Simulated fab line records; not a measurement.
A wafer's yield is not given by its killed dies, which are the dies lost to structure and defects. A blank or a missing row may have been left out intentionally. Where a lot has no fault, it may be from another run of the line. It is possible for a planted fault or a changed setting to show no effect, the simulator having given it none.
Chamber matching :: flow n5Finfet :: N5_BEOL_M8_PECVD_70 on pecvd-04: 3 sister chambers
The step deposits SiO2 from TEOS/O2, target thk 20 nm, time 22.7 s. 3 wafers are shown with their chamber, then 7 later ones without.

## WAFERS, EACH WITH ITS CHAMBER
wafer: L087.4
chamber: 1
throttleValvePct (%): 22.6

wafer: L092.1
chamber: 0
throttleValvePct (%): 22.6

wafer: L092.2
chamber: 2
throttleValvePct (%): 21.8

## WAFERS WHOSE CHAMBER IS MISSING
wafer: L092.3
throttleValvePct (%): 22.6

wafer: L091.1
throttleValvePct (%): 22.0

wafer: L091.2
throttleValvePct (%): 21.9

wafer: L091.3
throttleValvePct (%): 22.9

wafer: L094.1
throttleValvePct (%): 22.1

wafer: L094.5
throttleValvePct (%): 22.5

wafer: L094.6
throttleValvePct (%): 22.1

## THE CHAMBER EACH PASSED THROUGH
wafer: L092.3
from the rows above: can't be placed: 0 or 1
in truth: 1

wafer: L091.1
from the rows above: can't be placed: 2 or 0 or 1
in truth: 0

wafer: L091.2
from the rows above: 2
in truth: 2

wafer: L091.3
from the rows above: can't be placed: 0 or 1
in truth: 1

wafer: L094.1
from the rows above: can't be placed: 2 or 0 or 1
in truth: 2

wafer: L094.5
from the rows above: can't be placed: 0 or 1
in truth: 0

wafer: L094.6
from the rows above: can't be placed: 2 or 0 or 1
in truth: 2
Correctly placed: 1 of 7. Not placeable from these rows: 6 (in 6, the candidates include the true chamber). Number placed wrongly: 0.
How it was worked out, from the rows above alone: a wafer's distance from a chamber is the root of the sum, over the readings, of the square of ((its reading less the chamber's mean) divided by the reading's scatter). If the next closest chamber is less than 2 further off than the closest, the wafer can't be placed; otherwise it belongs to the closest. Each chamber's mean is taken over the wafers shown for it. The scatter: root of mean squared gap, hidden wafer to nearest shown wafer, with one shown wafer a chamber.
